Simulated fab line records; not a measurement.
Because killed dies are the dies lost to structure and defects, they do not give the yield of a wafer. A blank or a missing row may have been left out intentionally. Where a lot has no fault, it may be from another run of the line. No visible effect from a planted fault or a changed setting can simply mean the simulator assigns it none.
Chamber matching ; flow n5 finfet ; N5_BEOL_M7_ETCH_72 on rie diel-02: 4 sister chambers
The step etches underlayer in N2/H2, target depth 6.5 nm, time 5.2 s. 4 wafers are shown with their chamber, then 7 later ones without.

## WAFERS WITH THEIR CHAMBER
wafer;chamber;showerhead plenum p Torr (Torr)
L077.2;1;2.67
L082.6;2;2.40
L083.2;3;2.55
L083.3;0;2.61

## WAFERS WITH NO CHAMBER GIVEN
wafer;showerhead plenum p Torr (Torr)
L083.4;2.40
L092.2;2.39
L092.3;2.60
L092.6;2.40
L094.1;2.54
L094.3;2.60
L094.4;2.39

## WHICH CHAMBER EACH WENT THROUGH
wafer;from the rows above;in truth
L083.4;2;2
L092.2;2;2
L092.3;0;0
L092.6;2;2
L094.1;3;3
L094.3;0;0
L094.4;2;2
7 of 7 placed correctly. Can't be placed from these rows: 0. Placed wrongly: 0.
How it was worked out, from the rows above alone: a wafer's distance from a chamber is the root of the sum, over the readings, of the square of ((its reading less the chamber's mean) divided by the reading's scatter). The wafer belongs to the nearest chamber; if the next one is less than 2 further off, it can't be placed. Each chamber's mean is taken over the wafers shown for it. The scatter (one wafer shown for each chamber): square how far every hidden wafer sits from the nearest shown wafer, average those squares and take the square root.
